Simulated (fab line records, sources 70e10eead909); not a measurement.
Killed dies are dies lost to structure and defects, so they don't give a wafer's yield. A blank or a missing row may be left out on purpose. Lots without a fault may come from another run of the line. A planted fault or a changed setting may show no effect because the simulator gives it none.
Chamber matching | flow nand_harc | NHARC_P_M2_PRE_CLEAN_32 on pecvd-03: 3 sister chambers
The step time 12 s. 3 wafers are shown with their chamber, then 11 later ones without.

WAFERS WITH THEIR CHAMBER
wafer  | chamber | heater_power_w (W)
L086.4 | 2       | 825
L086.6 | 0       | 605
L088.1 | 1       | 602

WAFERS WITHOUT THEIR CHAMBER
wafer  | heater_power_w (W)
L088.3 | 604
L088.4 | 603
L089.1 | 538
L089.3 | 770
L089.4 | 540
L092.1 | 743
L092.2 | 588
L092.5 | 576
L097.1 | 783
L097.3 | 518
L097.6 | 518

WHICH CHAMBER EACH WENT THROUGH
wafer  | from the rows above          | in truth
L088.3 | can't be placed: 0 or 1      | 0
L088.4 | can't be placed: 1 or 0      | 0
L089.1 | can't be placed: 1 or 0      | 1
L089.3 | can't be placed: 2 or 0      | 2
L089.4 | can't be placed: 1 or 0      | 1
L092.1 | can't be placed: 2 or 0 or 1 | 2
L092.2 | can't be placed: 1 or 0      | 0
L092.5 | can't be placed: 1 or 0      | 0
L097.1 | 2                            | 2
L097.3 | can't be placed: 1 or 0      | 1
L097.6 | can't be placed: 1 or 0      | 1
Placed correctly: 1 of 11. Can't be placed from these rows: 10 (the true chamber is among the candidates in 10). Placed wrongly: 0.
How it was worked out, from the rows above alone: a wafer's distance from a chamber is the root of the sum, over the readings, of the square of ((its reading less the chamber's mean) divided by the reading's scatter). The wafer belongs to the nearest chamber; if the next one is less than 2 further off, it can't be placed. A chamber's mean is the mean of its shown wafers. The scatter: with one shown wafer a chamber, the root of the mean of the squares of how far each hidden wafer lies from its nearest shown one.
